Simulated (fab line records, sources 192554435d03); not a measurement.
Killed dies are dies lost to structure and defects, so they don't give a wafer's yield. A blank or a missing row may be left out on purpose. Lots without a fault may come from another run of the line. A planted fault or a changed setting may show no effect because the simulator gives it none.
Split-lot experiment | flow n5_finfet | 7 lots, 39 wafers read, on a route of 1938 steps

THE SPLIT
At N5_BEOL_M4_DESCUM_16 (chemistry O2, time 7 s), the setting time_s was moved away from the recipe's 7 s on 18 of the 39 wafers read, by -33.6% to +44.9%. The other wafers ran this setting at the recipe's value.

The file shows no step between the split and the reading.

THE READING
CAR-EUV_of_BEOL_M4_COAT_05.thk_nm (the simulator's own value, which no gauge read), in nm, at N5_BEOL_M4_ETCH_74 (etches underlayer in N2/H2, target depth 6.5 nm, time 5.2 s). The file gives no usual value for it. The 21 wafers here that ran the recipe average 20.3 nm, standard deviation 0.12 nm.

wafer  | tool, chamber at the split | time_s as run, s | against the recipe | CAR-EUV_of_BEOL_M4_COAT_05.thk_nm, nm | against lot-mates on the recipe
L075.1 | rie_diel-01, 3,0           | 5.564            | -20.5%             | 21                                    | +0.7
L075.2 | rie_diel-01, 3,0           | 5.564            | -20.5%             | 21                                    | +0.7
L075.3 | rie_diel-01, 2             | 5.564            | -20.5%             | 21                                    | +0.7
L075.4 | rie_diel-01, 1,1,0         | 7                | recipe             | 20.4                                  | -
L075.5 | rie_diel-01, 1,1,0         | 7                | recipe             | 20.4                                  | -
L075.6 | rie_diel-01, 1,1,0         | 7                | recipe             | 20.2                                  | -
L078.1 | rie_diel-06, 0             | 10.14            | +44.9%             | 18.8                                  | -1.5
L078.2 | rie_diel-06, 2,3           | 10.14            | +44.9%             | 18.6                                  | -1.7
L078.3 | rie_diel-06, 2,3           | 10.14            | +44.9%             | 18.6                                  | -1.7
L078.4 | rie_diel-06, 1,1,0         | 7                | recipe             | 20.4                                  | -
L078.5 | rie_diel-06, 1,1,0         | 7                | recipe             | 20.2                                  | -
L078.6 | rie_diel-06, 1,1,0         | 7                | recipe             | 20.2                                  | -
L079.1 | rie_diel-03, 2             | 4.91             | -29.9%             | 21.4                                  | +1.1
L079.2 | rie_diel-03, 0,1           | 4.91             | -29.9%             | 21.4                                  | +1.1
L079.3 | rie_diel-03, 0,1           | 4.91             | -29.9%             | 21.4                                  | +1.1
L079.4 | rie_diel-03, 3             | 7                | recipe             | 20.2                                  | -
L079.5 | rie_diel-03, 3             | 7                | recipe             | 20.2                                  | -
L079.6 | rie_diel-03, 0             | 7                | recipe             | 20.4                                  | -
L081.1 | rie_diel-01, 2,3           | 7                | recipe             | 20.2                                  | -
L081.5 | rie_diel-01, 2,3           | 7                | recipe             | 20.2                                  | -
L081.4 | rie_diel-01, 1             | 7                | recipe             | 20.4                                  | -
L086.1 | rie_diel-06, 2,3,0         | 7                | recipe             | 20.4                                  | -
L086.3 | rie_diel-06, 2,3,0         | 7                | recipe             | 20.4                                  | -
L086.2 | rie_diel-06, 1,3           | 10.02            | +43.1%             | 18.8                                  | -1.7
L086.6 | rie_diel-06, 1,3           | 10.02            | +43.1%             | 18.8                                  | -1.7
L086.4 | rie_diel-06, 2,3,0         | 7                | recipe             | 20.6                                  | -
L086.5 | rie_diel-06, 2             | 10.02            | +43.1%             | 19                                    | -1.5
L091.1 | rie_diel-03, 3,2,3         | 5.507            | -21.3%             | 21                                    | +0.7
L091.5 | rie_diel-03, 3,2,3         | 5.507            | -21.3%             | 21                                    | +0.7
L091.6 | rie_diel-03, 3,2,3         | 5.507            | -21.3%             | 21                                    | +0.7
L091.2 | rie_diel-03, 2,1,0         | 7                | recipe             | 20.2                                  | -
L091.3 | rie_diel-03, 2,1,0         | 7                | recipe             | 20.2                                  | -
L091.4 | rie_diel-03, 2,1,0         | 7                | recipe             | 20.4                                  | -
L094.1 | rie_diel-06, 3             | 4.646            | -33.6%             | 21.6                                  | +1.3
L094.3 | rie_diel-06, 0,2           | 4.646            | -33.6%             | 21.6                                  | +1.3
L094.6 | rie_diel-06, 0,2           | 4.646            | -33.6%             | 21.6                                  | +1.3
L094.2 | rie_diel-06, 2,1           | 7                | recipe             | 20.4                                  | -
L094.4 | rie_diel-06, 2,1           | 7                | recipe             | 20.4                                  | -
L094.5 | rie_diel-06, 3             | 7                | recipe             | 20.2                                  | -
Where a row lists several chambers, the file gives one row for several wafers and doesn't say which wafer went through which chamber.

THE FIT
A straight line over all 39 wafers: CAR-EUV_of_BEOL_M4_COAT_05.thk_nm changes by -0.0355 nm for each +1% of time_s; r = -0.99; the points scatter about the line by 0.11 nm.
The same after taking each lot's own level away (the mean of its wafers on the recipe; 39 wafers): -0.0364 nm for each +1%; r = -0.99; scatter 0.087 nm.
On that fit, the largest move of time_s shifts the reading by 1.6 nm.
The lots' own levels span 20.27 to 20.47 nm, that is 1.7 times the standard deviation above.
So the lot-to-lot level changes the slope little: the two slopes agree.
Check: with one of the wafers moved furthest among these (+44.9%) left out of the fit, the line predicts -1.66 nm for it against its lot-mates. It came out at -1.47 nm against them.

OTHER SPLITS ON THESE WAFERS
These wafers also went through other splits before the reading. Each is held against what the fit with the lots' levels taken away leaves over:
other split on the same wafers                 | wafers away from the commonest value | r with CAR-EUV_of_BEOL_M4_COAT_05.thk_nm (lot level and that fit taken away)
N5_PMOS_HMC_CHANNEL_EPI_ETCH_38 target_depth_a | 12                                   | -0.25
N5_DUMMY_GATE_HM_DEP_06 time_s                 | 33                                   | +0.20
N5_MOL_CONTACT_COAG_ETCHBACK_135 time_s        | 15                                   | +0.20

THE WHOLE CHAIN: every reading that the file lists as answering this split, in the file's order
step                 | what it does                                                | reading                                                                            | change (the file's fit)                | r (the file's)
N5_BEOL_M4_DESCUM_16 | chemistry O2, time 7 s                                      | CAR-EUV_of_BEOL_M4_COAT_05.thk_nm (the simulator's own value, which no gauge read) | -0.0347 nm for each +1% of the setting | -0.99
N5_BEOL_M4_ETCH_74   | etches underlayer in N2/H2, target depth 6.5 nm, time 5.2 s | CAR-EUV_of_BEOL_M4_COAT_05.thk_nm (the simulator's own value, which no gauge read) | -0.0364 nm for each +1% of the setting | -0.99

THE FILE'S OWN FIT
CAR-EUV_of_BEOL_M4_COAT_05.thk_nm changes by -0.0364 nm for each +1% of time_s, r = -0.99.
